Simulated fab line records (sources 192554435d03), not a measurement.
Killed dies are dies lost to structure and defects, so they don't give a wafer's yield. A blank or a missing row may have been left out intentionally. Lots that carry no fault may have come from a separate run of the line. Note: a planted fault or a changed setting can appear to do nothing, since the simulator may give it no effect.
A struck lot beside a sound one | flow n5_finfet | 37 out of 1938 route steps
Sound: these wafers, L534.1, L534.2, L534.6. Wafers struck: L551.2, L551.4, L551.5. Last of all comes the cause.
At each step with rows: each side's tool, then ch and its chambers, then its first start. Under that, the readings that differ: sound wafers | struck wafers | difference of the means | sigmas: that difference in standard deviations of wafers without a fault.
alike: same words and numbers on both sides, and readings whose means sit less than 2 such deviations apart. not compared: any withheld reading, any reading some wafer has no value for, any bound like >300 that may hide the same value, and any number with overlapping values for which the record gives no deviation.
The two part at a step that has a row with sigmas, a row that says differs or no value, or rows on one side only. Numbers that don't overlap but have no deviation are shown without sigmas and don't part them. A reading that every wafer of one side lacks parts them only if that side has two wafers or more.

first, 9 steps without rows for these wafers: N5_BEOL_M9_DESCUM_33 (chemistry O2, time 7 s); N5_BEOL_M9_ETCH_76 (etches underlayer in N2/H2, target depth 6.5 nm, time 5.2 s); N5_BEOL_M9_ETCH_65 (etches SiARC in CF4, target depth 15.6 nm, time 26 s); N5_BEOL_M9_ETCH_66 (etches SOC in N2/H2, target depth 80 nm, overetch 16 nm, time 120 s); N5_BEOL_M9_STRIP_69 (strips in N2/H2); N5_BEOL_M9_STRIP_77 (strips in N2/H2); N5_BEOL_M9_VIA_ETCH_34 (etches SiCOH lowk in C4F6/O2, target depth 182.4 nm, time 68.4 s); N5_BEOL_M9_STRIP_73 (strips in C4F6/O2); N5_BEOL_M9_STRIP_36 (strips in N2/H2).
N5_BEOL_M9_TRENCH_ETCH_37: etches SiCOH lowk in C4F6/O2, target depth 151.43 nm, time 49 s.
  sound on rie_diel-03 ch 0,2, day 10 19:43; struck on rie_diel-03 ch 0,1, day 14 02:31
  reading                                    | sound           | struck            | difference | sigmas
  run_length_s (s)                           | 72.4 71.5 71.6  | 61.0 60.0 59.8    | -11.6      | -30
  time_s (s)                                 | 49 49 49        | 34.3 34.3 34.3    | -14.7      |
  model.BEOL_M9.feature_depth_nm (nm)        | 151 150 151.6   | 108 105 105.6     | -45        |
  model.etch.depth_nm (nm)                   | 151 150.1 151.6 | 107.9 105.1 105.7 | -44.7      |
  model.TiN_of_BEOL_M9_HM_DEP_02.thk_nm (nm) | 15.8 15.8 15.8  | 17.2 17.2 17.2    | +1.4       |
  alike: bias_w, drypump_motor_current_A, oes_product_au, rf_vpp_V, showerhead_plenum_p_Torr, throttle_valve_pct
  not compared: rf_hours_counter_h
then, 2 steps without rows for these wafers: N5_BEOL_M9_ETCH_41 (etches SiCN in CH3F/O2, target depth 36.6 nm, time 70.1 s); N5_BEOL_M9_STRIP_80 (strips in N2/H2, time 10 s).
N5_BEOL_M9_OCD_MEAS_38:
  sound on ocd-01, day 10 19:53; struck on ocd-02, day 14 02:41
  reading              | sound             | struck            | difference | sigmas
  trench_depth_nm (nm) | 150.6 150.0 151.5 | 107.6 105.8 105.7 | -44.3      | -17
then, 13 steps without rows for these wafers: N5_BEOL_M9_HM_STRIP_39 (strips TiN in peroxide tin strip, target depth 25 nm, time 158 s); N5_BEOL_M9_SRD_40 (time 30 s); N5_BEOL_M9_PRECLEAN_42 (cleans in residue remover, time 60 s); N5_BEOL_M9_SRD_43 (time 30 s); N5_BEOL_M9_CURE_72 (cures SiCOH lowk, time 120 s); N5_BEOL_M9_DEGAS_44 (time 60 s); N5_BEOL_M9_PRE_CLEAN_45 (time 30 s); N5_BEOL_M9_ALD_74 (deposits TaN, target thk 2 nm, pulse time 2 s, purge time 3 s); N5_BEOL_M9_SURFACE_TREAT_79; N5_BEOL_M9_CVD_78 (deposits Co from CCTBA/H2, target thk 2 nm, time 138.9 s); N5_BEOL_M9_SPUTTER_48 (material Cu, target thk 12 nm, time 2 s); N5_BEOL_M9_ECD_50 (material Cu, target thk 318 nm); N5_BEOL_M9_ANNEAL_51 (time 90 s).
N5_BEOL_M9_CMP_52: polishes, stops on SiCOH lowk, t overpolish 7 s, target thk 140 nm.
  sound on cmp-03 ch 0,2,3, day 10 21:39; struck on cmp-01 ch 1,3, day 14 04:40
  reading                                | sound             | struck         | difference | sigmas
  model.Cu_of_BEOL_M9_ECD_50.thk_nm (nm) | 141.2 140.4 140.6 | 95.8 92.8 93.4 | -46.7      |
  alike: motor_current_A
N5_BEOL_M9_THK_MEAS_53: measures by xrf.
  sound on film_metro-02, day 10 21:52; struck on film_metro-01, day 14 04:55
  reading     | sound       | struck   | difference | sigmas
  M9_THK (nm) | 143 142 142 | 97 93 94 | -48        | -15
then, 2 steps without rows for these wafers: N5_BEOL_M9_PRE_CLEAN_55 (time 15 s); N5_BEOL_M9_DEP_56 (deposits SiCN from 3MS/NH3, target thk 15 nm, time 26.5 s).
N5_BEOL_M9_RS_MEAS_57: the measuring method here is four-point-probe.
  sound on film_metro-02, day 10 22:02; struck on film_metro-01, day 14 05:03
  reading        | sound             | struck            | difference | sigmas
  M9_RS (ohm/sq) | 0.149 0.150 0.150 | 0.231 0.240 0.238 | +0.087     | +25
then, 5 steps without rows for these wafers: N5_BEOL_M10_ILD_DEP_00 (deposits SiCOH lowk from DEMS/porogen, target thk 308.51 nm, time 58 s); N5_BEOL_M10_CURE_71 (cures SiCOH lowk, time 240 s); N5_BEOL_M10_PECVD_70 (deposits SiO2 from TEOS/O2, target thk 20 nm, time 22.7 s); N5_BEOL_M10_HM_DEP_02 (deposits TiN, target thk 20 nm); N5_BEOL_M10_COAT_59 (time 60 s, resist thk 100 nm).
N5_BEOL_M15_RC_MEAS_101:
  sound on prober-01 ch 0, day 12 23:34; struck on prober-02 ch 0, day 16 05:01
  reading                   | sound                   | struck                  | difference | sigmas
  COMB_M15 (S/m)            | 3.1e-12 2.4e-12 3.3e-12 | 1.5e-12 8e-13 1.3e-12   | -1.7e-12   | -3
  COMB_M8 (S/m)             | 1.6e-11 1.7e-11 1.7e-11 | 2.3e-11 3.3e-11 2.5e-11 | +1.0e-11   | +2
  SERP_M9 (ohm/um)          | 3.08 3.13 3.03          | 4.65 4.84 4.82          | +1.69      | +21
  SERP_M9_max_site (ohm/um) | 3.09 3.19 3.10          | 4.92 4.90 4.95          | +1.80      | +23
  alike: COMB_M10, COMB_M10_max_site, COMB_M11, COMB_M12, COMB_M13, COMB_M14, COMB_M5, COMB_M6, COMB_M7, SERP_M10, SERP_M11, SERP_M12, SERP_M13, SERP_M14, SERP_M5, SERP_M6, SERP_M7, SERP_M7_max_site, SERP_M8, SERP_M8_max_site

## WHERE THEY PART
Earliest at N5_BEOL_M9_TRENCH_ETCH_37; latest, in this record, at N5_BEOL_M15_RC_MEAS_101.

WHY: what had been put in by the simulator
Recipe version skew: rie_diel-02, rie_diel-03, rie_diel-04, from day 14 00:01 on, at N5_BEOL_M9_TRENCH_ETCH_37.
